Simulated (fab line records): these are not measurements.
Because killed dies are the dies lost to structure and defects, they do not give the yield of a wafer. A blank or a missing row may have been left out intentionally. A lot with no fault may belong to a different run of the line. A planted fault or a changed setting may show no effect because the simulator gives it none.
Which tool did it?	flow nand_harc	24 lots with 72 wafers sampled at 6 steps, on a route of 1159 steps

== WHAT THE GAUGES READ, wafer by wafer ==
The record lacks any reading of a measuring or inspecting step that a usual standard deviation could be used to judge.

== WHICH TOOL RAN EACH LOT (tool, then ch and the chambers of the sampled wafers, then the start) ==
lot	NHARC_A_M1_PRE_CLEAN_32	NHARC_A_M1_DEP_33	NHARC_THIN_TSV_CMP_01	NHARC_THIN_TSV_ETCH_44	NHARC_THIN_TSV_ETCH_15	NHARC_THIN_TSV_STRIP_45
L077	pecvd-01 ch 0,1,2, day 23 03:49	pecvd-01 ch 0,1,2, day 23 03:55	cmp-02 ch 1,2, day 23 20:33	rie_diel-03 ch 1,2,3, day 23 22:07	rie_si-04 ch 0,2, day 23 22:35	plasma_asher-02 ch 1, day 23 22:51
L078	pecvd-03 ch 0,1,2, day 23 11:42	pecvd-03 ch 0,1,2, day 23 11:47	cmp-01 ch 0,1,3, day 24 04:49	rie_diel-08 ch 0,1,3, day 24 06:22	rie_si-01 ch 0,3, day 24 06:57	plasma_asher-02 ch 1, day 24 07:46
L074	pecvd-03 ch 0,2, day 23 14:54	pecvd-03 ch 0,2, day 23 15:02	cmp-03 ch 2,3, day 24 03:36	rie_diel-03 ch 0,3, day 24 05:14	rie_si-04 ch 1,2,3, day 24 05:47	plasma_asher-01 ch 0,1, day 24 05:58
L076	pecvd-01 ch 0,1, day 23 15:15	pecvd-01 ch 0,1, day 23 15:22	cmp-02 ch 2,3, day 24 07:37	rie_diel-03 ch 0,1, day 24 09:14	rie_si-02 ch 0,2, day 24 09:49	plasma_asher-01 ch 0,1, day 24 10:02
L075	pecvd-03 ch 1,2, day 23 16:11	pecvd-03 ch 1,2, day 23 16:17	cmp-01 ch 0,2,3, day 24 08:49	rie_diel-08 ch 1,2,3, day 24 10:29	rie_si-04 ch 0,2, day 24 10:57	plasma_asher-02 ch 0,1, day 24 11:11
L082	pecvd-03 ch 0,1,2, day 23 17:13	pecvd-03 ch 0,1,2, day 23 17:17	cmp-03 ch 0,3, day 24 11:11	rie_diel-08 ch 0,1,3, day 24 12:41	rie_si-04 ch 0,2,3, day 24 13:12	plasma_asher-01 ch 0,1, day 24 13:25
L080	pecvd-02 ch 0,1,2, day 24 00:04	pecvd-02 ch 0,1,2, day 24 00:14	cmp-03 ch 2,3, day 24 16:19	rie_diel-12 ch 0,1,3, day 24 18:03	rie_si-04 ch 0,3, day 24 18:28	plasma_asher-01 ch 0,1, day 24 18:49
L079	pecvd-03 ch 0,1,2, day 24 03:47	pecvd-03 ch 0,1,2, day 24 03:58	cmp-01 ch 0,1,2, day 24 17:34	rie_diel-08 ch 0,3, day 24 18:56	rie_si-04 ch 1,2, day 24 19:31	plasma_asher-02 ch 0,1, day 24 19:50
L081	pecvd-02 ch 1,2, day 24 04:18	pecvd-02 ch 1,2, day 24 04:23	cmp-01 ch 2,3, day 24 23:38	rie_diel-12 ch 0,2, day 25 01:15	rie_si-04 ch 0,1,2, day 25 01:46	plasma_asher-02 ch 0, day 25 01:59
L084	pecvd-02 ch 0,1, day 24 04:40	pecvd-02 ch 0,1, day 24 04:44	cmp-03 ch 0,1,2, day 24 22:28	rie_diel-12 ch 0,2,3, day 25 00:07	rie_si-02 ch 0,1,3, day 25 00:34	plasma_asher-02 ch 0, day 25 00:47
L083	pecvd-01 ch 1,2, day 24 05:47	pecvd-01 ch 1,2, day 24 05:54	cmp-03 ch 0,1,3, day 25 00:52	rie_diel-12 ch 0,3, day 25 02:27	rie_si-01 ch 0,3, day 25 02:58	plasma_asher-02 ch 1, day 25 03:14
L087	pecvd-02 ch 1,2, day 24 10:37	pecvd-02 ch 1,2, day 24 10:42	cmp-02 ch 0,1,2, day 25 02:38	rie_diel-12 ch 1,2, day 25 04:09	rie_si-02 ch 0,1,2, day 25 04:45	plasma_asher-02 ch 0,1, day 25 04:56
L088	pecvd-01 ch 1,2, day 25 10:05	pecvd-01 ch 1,2, day 25 10:10	cmp-02 ch 1,2,3, day 26 02:02	rie_diel-08 ch 0,1,3, day 26 03:40	rie_si-01 ch 0,1, day 26 04:14	plasma_asher-01 ch 0,1, day 26 04:29
L085	pecvd-03 ch 1,2, day 25 10:20	pecvd-03 ch 1,2, day 25 10:25	cmp-02 ch 1,2, day 26 04:25	rie_diel-12 ch 0,1,2, day 26 06:03	rie_si-04 ch 0,3, day 26 06:34	plasma_asher-01 ch 0,1, day 26 06:55
L089	pecvd-03 ch 0,2, day 25 11:25	pecvd-03 ch 0,2, day 25 11:31	cmp-02 ch 0,2,3, day 26 03:16	rie_diel-03 ch 2,3, day 26 04:50	rie_si-04 ch 0,1,2, day 26 05:22	plasma_asher-02 ch 0,1, day 26 05:34
L093	pecvd-02 ch 1,2, day 25 12:41	pecvd-02 ch 1,2, day 25 12:46	cmp-03 ch 1,2, day 26 05:37	rie_diel-08 ch 0,1,3, day 26 07:21	rie_si-02 ch 0,2,3, day 26 07:50	plasma_asher-02 ch 0,1, day 26 08:02
L092	pecvd-01 ch 1,2, day 25 13:46	pecvd-01 ch 1,2, day 25 13:50	cmp-02 ch 2,3, day 26 06:50	rie_diel-12 ch 1,3, day 26 08:26	rie_si-01 ch 0,3, day 26 08:58	plasma_asher-02 ch 0,1, day 26 09:11
L091	pecvd-02 ch 0,1,2, day 25 13:55	pecvd-02 ch 0,1,2, day 25 14:05	cmp-02 ch 0,1, day 26 08:01	rie_diel-12 ch 0,3, day 26 09:37	rie_si-04 ch 0,1,3, day 26 10:13	plasma_asher-02 ch 0,1, day 26 10:32
L095	pecvd-01 ch 0,1,2, day 25 17:10	pecvd-01 ch 0,1,2, day 25 17:14	cmp-02 ch 0,2,3, day 26 09:18	rie_diel-12 ch 0,2, day 26 10:55	rie_si-02 ch 0,1,2, day 26 11:27	plasma_asher-01 ch 0,1, day 26 11:43
L094	pecvd-02 ch 0,2, day 25 18:45	pecvd-02 ch 0,2, day 25 18:50	cmp-01 ch 0,2,3, day 26 10:38	rie_diel-03 ch 1,2, day 26 12:37	rie_si-01 ch 1,3, day 26 13:13	plasma_asher-02 ch 0,1, day 26 13:25
L090	pecvd-03 ch 0,1, day 25 23:46	pecvd-03 ch 0,1, day 25 23:51	cmp-02 ch 0,2,3, day 26 15:38	rie_diel-08 ch 0,2,3, day 26 17:12	rie_si-04 ch 0,1, day 26 17:41	plasma_asher-01 ch 0,1, day 26 17:53
L086	pecvd-02 ch 0,1, day 26 08:39	pecvd-02 ch 0,1, day 26 08:46	cmp-01 ch 0,2,3, day 27 00:49	rie_diel-03 ch 0,1,3, day 27 02:28	rie_si-01 ch 1,3, day 27 02:56	plasma_asher-02 ch 0,1, day 27 03:11
L097	pecvd-02 ch 0,2, day 26 19:14	pecvd-02 ch 0,2, day 26 19:19	cmp-02 ch 1,2, day 27 11:10	rie_diel-03 ch 0,2,3, day 27 12:49	rie_si-02 ch 0,2,3, day 27 13:21	plasma_asher-02 ch 0,1, day 27 13:32
L096	pecvd-02 ch 1,2, day 26 20:33	pecvd-02 ch 1,2, day 26 20:41	cmp-02 ch 0,2,3, day 27 14:46	rie_diel-12 ch 1,2,3, day 27 16:28	rie_si-02 ch 1,2, day 27 16:55	plasma_asher-02 ch 0,1, day 27 17:11
- NHARC_A_M1_PRE_CLEAN_32: time 12 s.
- NHARC_A_M1_DEP_33: deposits SiCN, target thk 30 nm.
- NHARC_THIN_TSV_CMP_01: polishes.
- NHARC_THIN_TSV_ETCH_44: etches the open film in CF4/O2, target depth 1594.2 nm, time 797.1 s.
- NHARC_THIN_TSV_ETCH_15: target depth 3000 nm, bosch target overetch cycles 2, bosch etch step 2.8 s.
- NHARC_THIN_TSV_STRIP_45: strips in O2.

== AS READ BY THE TOOLS THEMSELVES (means over the sampled wafers that have a number; for cases with no such wafer, the mark the record gives instead) ==
NHARC_A_M1_PRE_CLEAN_32.
lot	tool	heater_power_w (W)	rf_fwd_power_W (W)
L077	pecvd-01	644	292.7
L078	pecvd-03	646	292.9
L074	pecvd-03	753	292.9
L076	pecvd-01	590	292.7
L075	pecvd-03	653	293.0
L082	pecvd-03	681	292.3
L080	pecvd-02	614	292.2
L079	pecvd-03	656	292.4
L081	pecvd-02	634	291.9
L084	pecvd-02	576	292.7
L083	pecvd-01	757	292.7
L087	pecvd-02	640	292.5
L088	pecvd-01	621	293.0
L085	pecvd-03	662	293.5
L089	pecvd-03	660	291.9
L093	pecvd-02	607	293.0
L092	pecvd-01	731	292.2
L091	pecvd-02	647	293.5
L095	pecvd-01	613	293.4
L094	pecvd-02	684	293.8
L090	pecvd-03	707	293.0
L086	pecvd-02	546	292.5
L097	pecvd-02	670	292.0
L096	pecvd-02	688	290.8

NHARC_A_M1_DEP_33.
lot	tool	heater_power_w (W)	rf_fwd_power_W (W)	showerhead_vpp_V (V)
L077	pecvd-01	594	449.3	1287
L078	pecvd-03	648	448.7	1281
L074	pecvd-03	667	450.0	1276
L076	pecvd-01	523	450.3	1325
L075	pecvd-03	588	449.0	1309
L082	pecvd-03	639	449.2	1278
L080	pecvd-02	593	448.4	1249
L079	pecvd-03	665	447.5	1284
L081	pecvd-02	559	449.1	1305
L084	pecvd-02	525	450.5	1266
L083	pecvd-01	701	447.8	1242
L087	pecvd-02	562	448.9	1297
L088	pecvd-01	588	448.4	1343
L085	pecvd-03	597	448.9	1288
L089	pecvd-03	672	449.4	1284
L093	pecvd-02	550	449.3	1296
L092	pecvd-01	639	446.5	1241
L091	pecvd-02	574	448.3	1251
L095	pecvd-01	608	448.8	1287
L094	pecvd-02	584	449.0	1239
L090	pecvd-03	659	446.9	1284
L086	pecvd-02	528	450.2	1212
L097	pecvd-02	625	449.9	1234
L096	pecvd-02	616	449.3	1297

NHARC_THIN_TSV_CMP_01.
lot	tool	motor_current_A (A)
L077	cmp-02	12.1
L078	cmp-01	13.3
L074	cmp-03	12.2
L076	cmp-02	12.1
L075	cmp-01	12.7
L082	cmp-03	11.5
L080	cmp-03	13.6
L079	cmp-01	12.0
L081	cmp-01	11.7
L084	cmp-03	10.6
L083	cmp-03	11.7
L087	cmp-02	12.6
L088	cmp-02	11.6
L085	cmp-02	11.4
L089	cmp-02	12.6
L093	cmp-03	11.2
L092	cmp-02	12.4
L091	cmp-02	13.0
L095	cmp-02	12.4
L094	cmp-01	12.3
L090	cmp-02	12.3
L086	cmp-01	12.5
L097	cmp-02	12.5
L096	cmp-02	13.1

NHARC_THIN_TSV_ETCH_44.
lot	tool	drypump_motor_current_A (A)	oes_product_au (a.u.)	rf_fwd_power_W (W)	rf_vpp_V (V)	showerhead_plenum_p_Torr (Torr)	throttle_valve_pct (%)
L077	rie_diel-03	6.0	1.003	299.9	793	1.81	16.921
L078	rie_diel-08	5.6	1.005	299.9	796	1.86	16.905
L074	rie_diel-03	4.8	0.995	299.0	796	1.87	16.919
L076	rie_diel-03	5.2	1.009	300.0	797	1.87	16.918
L075	rie_diel-08	5.7	1.000	299.2	794	1.83	16.918
L082	rie_diel-08	5.5	1.000	299.9	796	1.86	16.915
L080	rie_diel-12	5.9	0.999	299.1	796	1.87	16.913
L079	rie_diel-08	5.8	1.007	299.6	793	1.81	16.918
L081	rie_diel-12	5.4	1.004	299.7	791	1.77	16.922
L084	rie_diel-12	5.5	1.005	298.9	794	1.83	16.915
L083	rie_diel-12	5.7	0.999	299.9	798	1.89	16.912
L087	rie_diel-12	5.7	1.004	299.1	793	1.80	16.915
L088	rie_diel-08	5.5	0.997	300.0	797	1.86	16.916
L085	rie_diel-12	5.7	0.998	299.3	792	1.80	16.913
L089	rie_diel-03	6.2	0.994	299.6	796	1.87	16.918
L093	rie_diel-08	5.6	1.011	299.6	796	1.86	16.920
L092	rie_diel-12	6.2	0.997	299.3	798	1.90	16.911
L091	rie_diel-12	5.7	1.005	299.8	798	1.89	16.912
L095	rie_diel-12	5.4	1.002	299.8	791	1.77	16.918
L094	rie_diel-03	6.6	1.000	299.8	797	1.87	16.915
L090	rie_diel-08	5.8	1.002	298.9	793	1.81	16.907
L086	rie_diel-03	5.3	1.005	299.1	793	1.81	16.921
L097	rie_diel-03	5.5	0.998	300.1	797	1.86	16.906
L096	rie_diel-12	5.9	1.013	299.6	795	1.86	16.911

NHARC_THIN_TSV_ETCH_15.
lot	tool	drypump_motor_current_A (A)
L077	rie_si-04	5.6
L078	rie_si-01	5.7
L074	rie_si-04	5.9
L076	rie_si-02	5.9
L075	rie_si-04	5.5
L082	rie_si-04	5.5
L080	rie_si-04	5.4
L079	rie_si-04	6.2
L081	rie_si-04	5.9
L084	rie_si-02	6.1
L083	rie_si-01	5.8
L087	rie_si-02	6.0
L088	rie_si-01	6.0
L085	rie_si-04	5.4
L089	rie_si-04	5.9
L093	rie_si-02	5.9
L092	rie_si-01	5.8
L091	rie_si-04	5.7
L095	rie_si-02	6.0
L094	rie_si-01	5.6
L090	rie_si-04	5.8
L086	rie_si-01	5.6
L097	rie_si-02	5.9
L096	rie_si-02	6.0

NHARC_THIN_TSV_STRIP_45.
lot	tool	drypump_motor_current_A (A)	heater_power_w (W)
L077	plasma_asher-02	6.2	306
L078	plasma_asher-02	6.2	313
L074	plasma_asher-01	5.4	308
L076	plasma_asher-01	5.4	314
L075	plasma_asher-02	6.0	330
L082	plasma_asher-01	5.4	310
L080	plasma_asher-01	5.4	308
L079	plasma_asher-02	5.9	344
L081	plasma_asher-02	5.8	360
L084	plasma_asher-02	5.8	358
L083	plasma_asher-02	6.2	310
L087	plasma_asher-02	6.1	325
L088	plasma_asher-01	5.4	308
L085	plasma_asher-01	5.5	296
L089	plasma_asher-02	5.9	340
L093	plasma_asher-02	5.9	347
L092	plasma_asher-02	6.0	325
L091	plasma_asher-02	6.0	327
L095	plasma_asher-01	5.5	299
L094	plasma_asher-02	5.9	343
L090	plasma_asher-01	5.4	311
L086	plasma_asher-02	6.0	328
L097	plasma_asher-02	6.0	329
L096	plasma_asher-02	6.1	326

== THE ANSWER, worked out from the rows above alone ==
Rule: the usual values come from the lots themselves. The widest of any qualifying gaps counts: lots, ordered by their means at a reading, are off when they make up no more than a third of the lots, leave a main group of 4 or more, and stand apart from it by 3 or more times the standard deviation of that group's means. A main group whose means are all the same, to the digits that the tables above print for the reading, isn't used. A lot without any number at a reading at which 4 lots or more have one is off too. All remaining lots with rows at the step are treated as sound. The gauges are gone through in route order, then the tools' own readings, and for those a lot's mean is taken as printed above. The first step at which some lot is off is used, and at that step the reading that is off furthest; a lot without a number counts as furthest.
No lot is off on any of the readings shown, so nothing can be concluded from this.

== WHAT THE SIMULATOR HAD INSERTED ==
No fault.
